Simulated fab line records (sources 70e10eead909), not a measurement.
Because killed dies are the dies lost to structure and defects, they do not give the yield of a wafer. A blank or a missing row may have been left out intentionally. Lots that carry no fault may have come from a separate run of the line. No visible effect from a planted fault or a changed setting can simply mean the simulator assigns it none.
Matching of chambers || flow nandHarc || NHARC_A_CONTACT_CMP_20 on cmp-02: 4 sister chambers
The step polishes, t overpolish 30 s, target thk 300 nm. 8 wafers are shown with their chamber, then 8 later ones without.

## WAFERS, EACH WITH ITS CHAMBER
{"wafer": "L086.4", "chamber": 2, "motorCurrentA (A)": 13.7, "timeToEndpointS (s)": 61}
{"wafer": "L086.5", "chamber": 2, "motorCurrentA (A)": 13.9, "timeToEndpointS (s)": 60}
{"wafer": "L087.2", "chamber": 3, "motorCurrentA (A)": 13.1, "timeToEndpointS (s)": 63}
{"wafer": "L087.5", "chamber": 1, "motorCurrentA (A)": 14.0, "timeToEndpointS (s)": 63}
{"wafer": "L089.2", "chamber": 0, "motorCurrentA (A)": 11.7, "timeToEndpointS (s)": 66}
{"wafer": "L089.4", "chamber": 1, "motorCurrentA (A)": 14.2, "timeToEndpointS (s)": 60}
{"wafer": "L089.6", "chamber": 3, "motorCurrentA (A)": 13.6, "timeToEndpointS (s)": 63}
{"wafer": "L090.1", "chamber": 0, "motorCurrentA (A)": 12.5, "timeToEndpointS (s)": 61}

## WAFERS WHOSE CHAMBER IS MISSING
{"wafer": "L090.3", "motorCurrentA (A)": 14.3, "timeToEndpointS (s)": 56}
{"wafer": "L090.6", "motorCurrentA (A)": 14.1, "timeToEndpointS (s)": 58}
{"wafer": "L094.1", "motorCurrentA (A)": 13.9, "timeToEndpointS (s)": 60}
{"wafer": "L094.4", "motorCurrentA (A)": 13.3, "timeToEndpointS (s)": 60}
{"wafer": "L094.5", "motorCurrentA (A)": 13.3, "timeToEndpointS (s)": 61}
{"wafer": "L095.1", "motorCurrentA (A)": 13.2, "timeToEndpointS (s)": 61}
{"wafer": "L095.3", "motorCurrentA (A)": 12.7, "timeToEndpointS (s)": 64}
{"wafer": "L095.6", "motorCurrentA (A)": 13.3, "timeToEndpointS (s)": 59}

## WHICH CHAMBER EACH WENT THROUGH
{"wafer": "L090.3", "from the rows above": "can't be placed: 2 or 1 or 3", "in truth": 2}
{"wafer": "L090.6", "from the rows above": "can't be placed: 2 or 1 or 3", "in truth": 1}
{"wafer": "L094.1", "from the rows above": "can't be placed: 2 or 1 or 3", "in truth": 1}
{"wafer": "L094.4", "from the rows above": "can't be placed: 3 or 2 or 1", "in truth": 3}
{"wafer": "L094.5", "from the rows above": "can't be placed: 3 or 2 or 1", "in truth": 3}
{"wafer": "L095.1", "from the rows above": "can't be placed: 3 or 2 or 1", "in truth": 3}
{"wafer": "L095.3", "from the rows above": "can't be placed: 0 or 3 or 2", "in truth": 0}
{"wafer": "L095.6", "from the rows above": "can't be placed: 2 or 3 or 1", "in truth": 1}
Placed correctly: 0 of 8. Unplaceable from these rows: 8, with the true chamber sitting among the candidates in 8. Placed wrongly: 0.
How it was worked out, from the rows above alone: a wafer's distance from a chamber is the root of the sum, over the readings, of the square of ((its reading less the chamber's mean) divided by the reading's scatter). If the next closest chamber is less than 2 further off than the closest, the wafer can't be placed; otherwise it belongs to the closest. A chamber's mean is the mean of its shown wafers. The scatter is the square root of a quotient: the sum, over the shown wafers, of each reading's squared deviation from its chamber's mean, divided by wafers minus chambers.
